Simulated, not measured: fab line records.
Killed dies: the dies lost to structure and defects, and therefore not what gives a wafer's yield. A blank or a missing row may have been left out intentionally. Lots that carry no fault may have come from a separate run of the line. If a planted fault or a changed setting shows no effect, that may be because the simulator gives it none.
The tool behind it: which one? || flow nand-harc || 12 lots, 36 wafers sampled, at 5 steps of a route of 1302

WHAT THE GAUGES SHOWED, per wafer
NHARC_END_SORT_01.
{"lot": "L304", "measured": "day 24 22:13", "on": "prober-01", "killed-at-array": "150 174 141", "killed-at-other": "1 0 0", "killed-at-periphery": "13 8 6", "killed-dies": "164 182 147", "killed-open": "15 19 9", "killed-short": "63 66 61"}
{"lot": "L307", "measured": "day 25 11:32", "on": "prober-02", "killed-at-array": "152 141 147", "killed-at-other": "0 1 2", "killed-at-periphery": "1 3 4", "killed-dies": "153 145 153", "killed-open": "22 14 20", "killed-short": "73 62 75"}
{"lot": "L308", "measured": "day 25 11:29", "on": "prober-01", "killed-at-array": "100 98 104", "killed-at-other": "1 0 0", "killed-at-periphery": "6 2 2", "killed-dies": "107 100 106", "killed-open": "22 16 16", "killed-short": "70 65 74"}

TOOL THAT RAN EACH LOT (tool first, then ch and the chambers of the sampled wafers, then the start)
{"lot": "L304", "NHARC_A_SLIT_ETCH_29": "rie-diel-09 ch 2,3, day 20 14:26", "NHARC_A_SLIT_STRIP_18": "rie-diel-09 ch 0,2, day 20 20:52 or earlier", "NHARC_A_WL_FILL_ALD_02": "ald-metal-02 ch 0,2,3, day 20 20:52", "NHARC_A_WL_FILL_STRIP_27": "plasma-asher-02 ch 0,1, day 20 22:03"}
{"lot": "L307", "NHARC_A_SLIT_ETCH_29": "rie-diel-10 ch 0,1, day 21 09:28", "NHARC_A_SLIT_STRIP_18": "rie-diel-10 ch 0,1, day 21 17:19 or earlier", "NHARC_A_WL_FILL_ALD_02": "ald-metal-02 ch 1,2,3, day 21 17:19", "NHARC_A_WL_FILL_STRIP_27": "plasma-asher-02 ch 0,1, day 21 18:26"}
{"lot": "L308", "NHARC_A_SLIT_ETCH_29": "rie-diel-09 ch 0,2,3, day 21 09:38", "NHARC_A_SLIT_STRIP_18": "rie-diel-09 ch 1,2, day 21 17:25 or earlier", "NHARC_A_WL_FILL_ALD_02": "ald-metal-03 ch 1,2,3, day 21 17:25", "NHARC_A_WL_FILL_STRIP_27": "plasma-asher-01 ch 0,1, day 21 18:44"}
{"lot": "L316", "NHARC_A_SLIT_ETCH_29": "rie-diel-06 ch 1,2, day 25 01:30", "NHARC_A_SLIT_STRIP_18": "rie-diel-06 ch 1,2,3, day 25 09:12 or earlier", "NHARC_A_WL_FILL_ALD_02": "ald-metal-03 ch 0,1, day 25 09:12", "NHARC_A_WL_FILL_STRIP_27": "plasma-asher-01 ch 0,1, day 25 10:28"}
{"lot": "L317", "NHARC_A_SLIT_ETCH_29": "rie-diel-10 ch 0,1, day 25 06:53", "NHARC_A_SLIT_STRIP_18": "rie-diel-10 ch 0,3, day 25 14:48 or earlier", "NHARC_A_WL_FILL_ALD_02": "ald-metal-01 ch 0,2,3, day 25 14:48", "NHARC_A_WL_FILL_STRIP_27": "plasma-asher-01 ch 0,1, day 25 15:55"}
{"lot": "L318", "NHARC_A_SLIT_ETCH_29": "rie-diel-09 ch 0,1,2, day 25 21:20", "NHARC_A_SLIT_STRIP_18": "rie-diel-09 ch 0,1,2, day 26 04:58 or earlier", "NHARC_A_WL_FILL_ALD_02": "ald-metal-02 ch 0,1,2, day 26 04:58", "NHARC_A_WL_FILL_STRIP_27": "plasma-asher-01 ch 0,1, day 26 06:10"}
{"lot": "L321", "NHARC_A_SLIT_ETCH_29": "rie-diel-09 ch 0,2,3, day 27 03:04", "NHARC_A_SLIT_STRIP_18": "rie-diel-09 ch 2,3, day 27 10:52 or earlier", "NHARC_A_WL_FILL_ALD_02": "ald-metal-03 ch 1,2,3, day 27 10:52", "NHARC_A_WL_FILL_STRIP_27": "plasma-asher-02 ch 0,1, day 27 11:59"}
{"lot": "L322", "NHARC_A_SLIT_ETCH_29": "rie-diel-06 ch 0,2,3, day 27 11:12", "NHARC_A_SLIT_STRIP_18": "rie-diel-06 ch 0,1,3, day 27 18:59 or earlier", "NHARC_A_WL_FILL_ALD_02": "ald-metal-02 ch 1,2,3, day 27 18:59", "NHARC_A_WL_FILL_STRIP_27": "plasma-asher-02 ch 0,1, day 27 20:10"}
{"lot": "L323", "NHARC_A_SLIT_ETCH_29": "rie-diel-06 ch 1,2,3, day 27 19:11", "NHARC_A_SLIT_STRIP_18": "rie-diel-06 ch 0,1,2, day 28 03:22 or earlier", "NHARC_A_WL_FILL_ALD_02": "ald-metal-03 ch 0,1,3, day 28 03:22", "NHARC_A_WL_FILL_STRIP_27": "plasma-asher-02 ch 0, day 28 04:32"}
{"lot": "L324", "NHARC_A_SLIT_ETCH_29": "rie-diel-06 ch 0,1,3, day 28 09:40", "NHARC_A_SLIT_STRIP_18": "rie-diel-06 ch 1,3, day 28 17:19 or earlier", "NHARC_A_WL_FILL_ALD_02": "ald-metal-03 ch 0,1,2, day 28 17:19", "NHARC_A_WL_FILL_STRIP_27": "plasma-asher-02 ch 0,1, day 28 18:31"}
{"lot": "L326", "NHARC_A_SLIT_ETCH_29": "rie-diel-10 ch 0,1,2, day 29 03:51", "NHARC_A_SLIT_STRIP_18": "rie-diel-10 ch 1,3, day 29 11:37 or earlier", "NHARC_A_WL_FILL_ALD_02": "ald-metal-02 ch 0,1,2, day 29 11:37", "NHARC_A_WL_FILL_STRIP_27": "plasma-asher-02 ch 1, day 29 12:49"}
{"lot": "L327", "NHARC_A_SLIT_ETCH_29": "rie-diel-09 ch 1,3, day 29 19:33", "NHARC_A_SLIT_STRIP_18": "rie-diel-09 ch 0,1, day 30 03:02 or earlier", "NHARC_A_WL_FILL_ALD_02": "ald-metal-03 ch 0,1, day 30 03:02", "NHARC_A_WL_FILL_STRIP_27": "plasma-asher-02 ch 0,1, day 30 04:15"}
- NHARC_A_SLIT_ETCH_29: etches the open film in CF4/O2, target depth 100 nm, overetch 10 nm, time 55 s.
- NHARC_A_SLIT_STRIP_18: strips in O2.
- NHARC_A_WL_FILL_ALD_02: deposits TiN, target thk 2 nm, pulse time 3 s, ald cycles 100.
- NHARC_A_WL_FILL_STRIP_27: strips in N2/H2, time 20 s.

WHAT THE TOOLS THEMSELVES READ (means of the sampled wafers that have a number; where no wafer has one, the mark that the record gives instead)
NHARC_A_SLIT_ETCH_29.
{"lot": "L304", "tool": "rie-diel-09", "drypump-motor-current-A (A)": 5.6, "mfc-ar-sccm (sccm)": 0.007, "oes-product-au (a.u.)": 1.009, "rf-vpp-V (V)": 199.0, "showerhead-plenum-p-Torr (Torr)": 1.36, "throttle-valve-pct (%)": 13.398}
{"lot": "L307", "tool": "rie-diel-10", "drypump-motor-current-A (A)": 6.1, "mfc-ar-sccm (sccm)": 0.000, "oes-product-au (a.u.)": 1.005, "rf-vpp-V (V)": 197.7, "showerhead-plenum-p-Torr (Torr)": 1.33, "throttle-valve-pct (%)": 13.400}
{"lot": "L308", "tool": "rie-diel-09", "drypump-motor-current-A (A)": 5.6, "mfc-ar-sccm (sccm)": 0.004, "oes-product-au (a.u.)": 1.007, "rf-vpp-V (V)": 197.9, "showerhead-plenum-p-Torr (Torr)": 1.33, "throttle-valve-pct (%)": 13.392}
{"lot": "L316", "tool": "rie-diel-06", "drypump-motor-current-A (A)": 6.4, "mfc-ar-sccm (sccm)": 0.000, "oes-product-au (a.u.)": 0.997, "rf-vpp-V (V)": 197.7, "showerhead-plenum-p-Torr (Torr)": 1.33, "throttle-valve-pct (%)": 13.404}
{"lot": "L317", "tool": "rie-diel-10", "drypump-motor-current-A (A)": 6.1, "mfc-ar-sccm (sccm)": 0.000, "oes-product-au (a.u.)": 1.000, "rf-vpp-V (V)": 197.7, "showerhead-plenum-p-Torr (Torr)": 1.33, "throttle-valve-pct (%)": 13.406}
{"lot": "L318", "tool": "rie-diel-09", "drypump-motor-current-A (A)": 5.5, "mfc-ar-sccm (sccm)": 0.002, "oes-product-au (a.u.)": 1.003, "rf-vpp-V (V)": 197.6, "showerhead-plenum-p-Torr (Torr)": 1.32, "throttle-valve-pct (%)": 13.392}
{"lot": "L321", "tool": "rie-diel-09", "drypump-motor-current-A (A)": 5.6, "mfc-ar-sccm (sccm)": 0.004, "oes-product-au (a.u.)": 0.991, "rf-vpp-V (V)": 197.5, "showerhead-plenum-p-Torr (Torr)": 1.33, "throttle-valve-pct (%)": 13.400}
{"lot": "L322", "tool": "rie-diel-06", "drypump-motor-current-A (A)": 5.8, "mfc-ar-sccm (sccm)": 0.006, "oes-product-au (a.u.)": 0.994, "rf-vpp-V (V)": 197.7, "showerhead-plenum-p-Torr (Torr)": 1.35, "throttle-valve-pct (%)": 13.394}
{"lot": "L323", "tool": "rie-diel-06", "drypump-motor-current-A (A)": 6.2, "mfc-ar-sccm (sccm)": 0.000, "oes-product-au (a.u.)": 0.997, "rf-vpp-V (V)": 198.3, "showerhead-plenum-p-Torr (Torr)": 1.34, "throttle-valve-pct (%)": 13.400}
{"lot": "L324", "tool": "rie-diel-06", "drypump-motor-current-A (A)": 6.1, "mfc-ar-sccm (sccm)": 0.006, "oes-product-au (a.u.)": 0.991, "rf-vpp-V (V)": 198.6, "showerhead-plenum-p-Torr (Torr)": 1.37, "throttle-valve-pct (%)": 13.389}
{"lot": "L326", "tool": "rie-diel-10", "drypump-motor-current-A (A)": 6.3, "mfc-ar-sccm (sccm)": 0.010, "oes-product-au (a.u.)": 1.004, "rf-vpp-V (V)": 197.6, "showerhead-plenum-p-Torr (Torr)": 1.33, "throttle-valve-pct (%)": 13.403}
{"lot": "L327", "tool": "rie-diel-09", "drypump-motor-current-A (A)": 5.4, "mfc-ar-sccm (sccm)": 0.008, "oes-product-au (a.u.)": 0.995, "rf-vpp-V (V)": 198.1, "showerhead-plenum-p-Torr (Torr)": 1.36, "throttle-valve-pct (%)": 13.388}

NHARC_A_SLIT_STRIP_18.
{"lot": "L304", "tool": "rie-diel-09", "chamber-pressure-mTorr (mTorr)": 59.99, "drypump-motor-current-A (A)": 5.6, "mfc-ar-sccm (sccm)": 0.000, "oes-product-au (a.u.)": 1.008, "rf-vpp-V (V)": 57.0, "showerhead-plenum-p-Torr (Torr)": 3.43, "throttle-valve-pct (%)": 17.026}
{"lot": "L307", "tool": "rie-diel-10", "chamber-pressure-mTorr (mTorr)": 60.00, "drypump-motor-current-A (A)": 6.2, "mfc-ar-sccm (sccm)": 0.000, "oes-product-au (a.u.)": 1.004, "rf-vpp-V (V)": 57.7, "showerhead-plenum-p-Torr (Torr)": 3.60, "throttle-valve-pct (%)": 17.046}
{"lot": "L308", "tool": "rie-diel-09", "chamber-pressure-mTorr (mTorr)": 60.01, "drypump-motor-current-A (A)": 5.5, "mfc-ar-sccm (sccm)": 0.004, "oes-product-au (a.u.)": 1.032, "rf-vpp-V (V)": 57.5, "showerhead-plenum-p-Torr (Torr)": 3.55, "throttle-valve-pct (%)": 17.023}
{"lot": "L316", "tool": "rie-diel-06", "chamber-pressure-mTorr (mTorr)": 60.01, "drypump-motor-current-A (A)": 6.2, "mfc-ar-sccm (sccm)": 0.000, "oes-product-au (a.u.)": 1.005, "rf-vpp-V (V)": 58.0, "showerhead-plenum-p-Torr (Torr)": 3.55, "throttle-valve-pct (%)": 17.040}
{"lot": "L317", "tool": "rie-diel-10", "chamber-pressure-mTorr (mTorr)": 60.03, "drypump-motor-current-A (A)": 6.2, "mfc-ar-sccm (sccm)": 0.000, "oes-product-au (a.u.)": 0.995, "rf-vpp-V (V)": 57.5, "showerhead-plenum-p-Torr (Torr)": 3.58, "throttle-valve-pct (%)": 17.036}
{"lot": "L318", "tool": "rie-diel-09", "chamber-pressure-mTorr (mTorr)": 60.02, "drypump-motor-current-A (A)": 5.6, "mfc-ar-sccm (sccm)": 0.002, "oes-product-au (a.u.)": 1.000, "rf-vpp-V (V)": 57.8, "showerhead-plenum-p-Torr (Torr)": 3.49, "throttle-valve-pct (%)": 17.035}
{"lot": "L321", "tool": "rie-diel-09", "chamber-pressure-mTorr (mTorr)": 59.96, "drypump-motor-current-A (A)": 5.7, "mfc-ar-sccm (sccm)": 0.004, "oes-product-au (a.u.)": 0.992, "rf-vpp-V (V)": 57.5, "showerhead-plenum-p-Torr (Torr)": 3.54, "throttle-valve-pct (%)": 17.037}
{"lot": "L322", "tool": "rie-diel-06", "chamber-pressure-mTorr (mTorr)": 60.02, "drypump-motor-current-A (A)": 6.1, "mfc-ar-sccm (sccm)": 0.006, "oes-product-au (a.u.)": 0.985, "rf-vpp-V (V)": 57.4, "showerhead-plenum-p-Torr (Torr)": 3.62, "throttle-valve-pct (%)": 17.044}
{"lot": "L323", "tool": "rie-diel-06", "chamber-pressure-mTorr (mTorr)": 59.91, "drypump-motor-current-A (A)": 6.0, "mfc-ar-sccm (sccm)": 0.006, "oes-product-au (a.u.)": 0.986, "rf-vpp-V (V)": 57.6, "showerhead-plenum-p-Torr (Torr)": 3.54, "throttle-valve-pct (%)": 17.040}
{"lot": "L324", "tool": "rie-diel-06", "chamber-pressure-mTorr (mTorr)": 59.98, "drypump-motor-current-A (A)": 6.2, "mfc-ar-sccm (sccm)": 0.000, "oes-product-au (a.u.)": 0.996, "rf-vpp-V (V)": 59.0, "showerhead-plenum-p-Torr (Torr)": 3.63, "throttle-valve-pct (%)": 17.034}
{"lot": "L326", "tool": "rie-diel-10", "chamber-pressure-mTorr (mTorr)": 60.02, "drypump-motor-current-A (A)": 6.0, "mfc-ar-sccm (sccm)": 0.000, "oes-product-au (a.u.)": 0.988, "rf-vpp-V (V)": 56.2, "showerhead-plenum-p-Torr (Torr)": 3.50, "throttle-valve-pct (%)": 17.040}
{"lot": "L327", "tool": "rie-diel-09", "chamber-pressure-mTorr (mTorr)": 60.02, "drypump-motor-current-A (A)": 5.4, "mfc-ar-sccm (sccm)": 0.004, "oes-product-au (a.u.)": 1.007, "rf-vpp-V (V)": 58.3, "showerhead-plenum-p-Torr (Torr)": 3.51, "throttle-valve-pct (%)": 17.037}

NHARC_A_WL_FILL_ALD_02.
{"lot": "L304", "tool": "ald-metal-02", "heater-power-outer-w (W)": 726, "heater-power-w (W)": 1157, "precursor-pulse-height-rel": 1.007}
{"lot": "L307", "tool": "ald-metal-02", "heater-power-outer-w (W)": 700, "heater-power-w (W)": 1113, "precursor-pulse-height-rel": 1.004}
{"lot": "L308", "tool": "ald-metal-03", "heater-power-outer-w (W)": 774, "heater-power-w (W)": 1184, "precursor-pulse-height-rel": 0.997}
{"lot": "L316", "tool": "ald-metal-03", "heater-power-outer-w (W)": 705, "heater-power-w (W)": 1110, "precursor-pulse-height-rel": 1.013}
{"lot": "L317", "tool": "ald-metal-01", "heater-power-outer-w (W)": 660, "heater-power-w (W)": 1060, "precursor-pulse-height-rel": 0.982}
{"lot": "L318", "tool": "ald-metal-02", "heater-power-outer-w (W)": 685, "heater-power-w (W)": 1113, "precursor-pulse-height-rel": 1.007}
{"lot": "L321", "tool": "ald-metal-03", "heater-power-outer-w (W)": 757, "heater-power-w (W)": 1167, "precursor-pulse-height-rel": 0.985}
{"lot": "L322", "tool": "ald-metal-02", "heater-power-outer-w (W)": 719, "heater-power-w (W)": 1122, "precursor-pulse-height-rel": 0.982}
{"lot": "L323", "tool": "ald-metal-03", "heater-power-outer-w (W)": 694, "heater-power-w (W)": 1104, "precursor-pulse-height-rel": 1.003}
{"lot": "L324", "tool": "ald-metal-03", "heater-power-outer-w (W)": 688, "heater-power-w (W)": 1097, "precursor-pulse-height-rel": 1.004}
{"lot": "L326", "tool": "ald-metal-02", "heater-power-outer-w (W)": 717, "heater-power-w (W)": 1108, "precursor-pulse-height-rel": 1.006}
{"lot": "L327", "tool": "ald-metal-03", "heater-power-outer-w (W)": 712, "heater-power-w (W)": 1106, "precursor-pulse-height-rel": 1.032}

NHARC_A_WL_FILL_STRIP_27.
{"lot": "L304", "tool": "plasma-asher-02", "drypump-motor-current-A (A)": "-", "heater-power-w (W)": "-"}
{"lot": "L307", "tool": "plasma-asher-02", "drypump-motor-current-A (A)": "-", "heater-power-w (W)": "-"}
{"lot": "L308", "tool": "plasma-asher-01", "drypump-motor-current-A (A)": "-", "heater-power-w (W)": "-"}
{"lot": "L316", "tool": "plasma-asher-01", "drypump-motor-current-A (A)": 6.2, "heater-power-w (W)": 300}
{"lot": "L317", "tool": "plasma-asher-01", "drypump-motor-current-A (A)": 6.2, "heater-power-w (W)": 308}
{"lot": "L318", "tool": "plasma-asher-01", "drypump-motor-current-A (A)": 6.2, "heater-power-w (W)": 302}
{"lot": "L321", "tool": "plasma-asher-02", "drypump-motor-current-A (A)": 5.8, "heater-power-w (W)": 352}
{"lot": "L322", "tool": "plasma-asher-02", "drypump-motor-current-A (A)": 5.5, "heater-power-w (W)": 351}
{"lot": "L323", "tool": "plasma-asher-02", "drypump-motor-current-A (A)": 6.1, "heater-power-w (W)": 357}
{"lot": "L324", "tool": "plasma-asher-02", "drypump-motor-current-A (A)": 5.5, "heater-power-w (W)": 355}
{"lot": "L326", "tool": "plasma-asher-02", "drypump-motor-current-A (A)": 5.2, "heater-power-w (W)": 359}
{"lot": "L327", "tool": "plasma-asher-02", "drypump-motor-current-A (A)": 5.8, "heater-power-w (W)": 355}

THE ANSWER, worked out from the rows above alone
Rule: usual is defined by the lots themselves. The widest of any qualifying gaps counts: lots, ordered by their means at a reading, are off when they make up no more than a third of the lots, leave a main group of 4 or more, and stand apart from it by 3 or more times the standard deviation of that group's means. The tables above print the reading to a certain number of digits; a main group whose means all agree to those digits is not used. A lot without any number at a reading at which 4 lots or more have one is off too. Where the step has rows for the other lots, those lots are counted as sound. After the gauges, taken in route order, come the tools' own readings; for these a lot's mean is taken, as printed above. The first step at which some lot is off is used, and at that step the reading that is off furthest; a lot without a number counts as furthest.
Off: L304, L307, L308, at NHARC_A_WL_FILL_STRIP_27 (drypump-motor-current-A). Without a number there: L304, L307, L308. Mean 5.8 A and standard deviation 0.35 in the main group.
A tool fits if, at that step or a process step before it, it ran every lot that is off, and no sound lot after the first of them. Because NHARC_A_SLIT_STRIP_18 lacks a start for some lots, the hours and order of its lots are taken from NHARC_A_WL_FILL_ALD_02. Not one of the candidates tried fits.

WHAT THE SIMULATOR HAD PUT IN
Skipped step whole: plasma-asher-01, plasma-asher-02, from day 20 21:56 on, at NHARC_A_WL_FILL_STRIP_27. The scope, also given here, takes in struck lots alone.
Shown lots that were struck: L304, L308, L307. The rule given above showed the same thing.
